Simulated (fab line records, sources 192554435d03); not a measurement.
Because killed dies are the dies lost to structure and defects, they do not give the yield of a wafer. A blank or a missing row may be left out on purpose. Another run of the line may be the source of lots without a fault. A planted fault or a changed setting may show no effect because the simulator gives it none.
3 desks, one fault ; flow n5-finfet ; each desk has only its own numbers; what lay behind them comes last

DESK OF THE TOOL OWNER: rie-diel-06
The tool's own readings at N5_BEOL_M12_VIA_ETCH_16 (etches SiOC in C4F8/O2/Ar, target depth 724.8 nm): means of the sampled wafers that have a number, for each lot that ran on this tool. Marked OUT: a lot whose mean sits more than 4 standard deviations from the usual mean, which makes it out of limits; the brackets give that distance.
Columns: A = bias-w at N5_BEOL_M12_VIA_ETCH_16, usual 699.9 W; B = drypump-motor-current-A at N5_BEOL_M12_VIA_ETCH_16, usual 5.9 A; C = oes-product-au at N5_BEOL_M12_VIA_ETCH_16, usual 0.75 a.u.; D = rf-vpp-V at N5_BEOL_M12_VIA_ETCH_16, usual 665 V; E = showerhead-plenum-p-Torr at N5_BEOL_M12_VIA_ETCH_16, usual 3.40 Torr; F = throttle-valve-pct at N5_BEOL_M12_VIA_ETCH_16, usual 24.09 %
lot;first seen here;A;B;C;D;E;F
L500;day 10 08:20;700.4;6.0;0.66;662;3.27;24.11
L511;day 13 17:55;699.3;6.4;0.89;663;3.31;24.10
L512;day 13 20:13;698.4;6.6;0.95;664;3.37;24.30
Finding of this desk: none of the 3 lots has anything out of limits.

FROM THE METROLOGY DESK
What the gauges read, lot by lot, whatever tool the lot ran on: means of the sampled wafers that have a number. Marked OUT: a lot whose mean sits more than 4 standard deviations from the usual mean, which makes it out of limits; the brackets give that distance.
Columns: A = cd-nm at N5_BEOL_M12_CD_MEAS_10, usual 140.2 nm; B = V11_OVL at N5_BEOL_M12_OVL_MEAS_11, usual 3 nm
lot;first seen here;A;B
L500;day 10 08:08;140.9;2
L505;day 11 22:44;137.4;-8
L511;day 13 17:44;140.2;3
L510;day 13 19:14;142.5;-1
L512;day 13 20:03;139.8;9
L518;day 15 11:49;142.1;-5
Finding of this desk: none of the 6 lots has anything out of limits.

THE DEFECT DESK
What the inspections along the route counted, lot by lot: means of the sampled wafers that have a number. Marked OUT: a lot whose mean sits more than 4 standard deviations from the usual mean, which makes it out of limits; the brackets give that distance.
Columns: A = raw-defect-count at N5_BEOL_M12_INSPECT_12, usual 2.0
lot;first seen here;A
L500;day 10 08:11;2.3
L505;day 11 22:47;2.3
L511;day 13 17:47;2.3
L510;day 13 19:18;1.3
L512;day 13 20:06;2.5
L518;day 15 11:52;3.0
Finding of this desk: none of the 6 lots has anything out of limits.

BROUGHT TOGETHER
Nothing out of limits was seen by the tool owner's desk.
Metrology desk: nothing out of limits seen.
The defect desk saw nothing out of limits.

WHAT THE SIMULATOR PUT IN
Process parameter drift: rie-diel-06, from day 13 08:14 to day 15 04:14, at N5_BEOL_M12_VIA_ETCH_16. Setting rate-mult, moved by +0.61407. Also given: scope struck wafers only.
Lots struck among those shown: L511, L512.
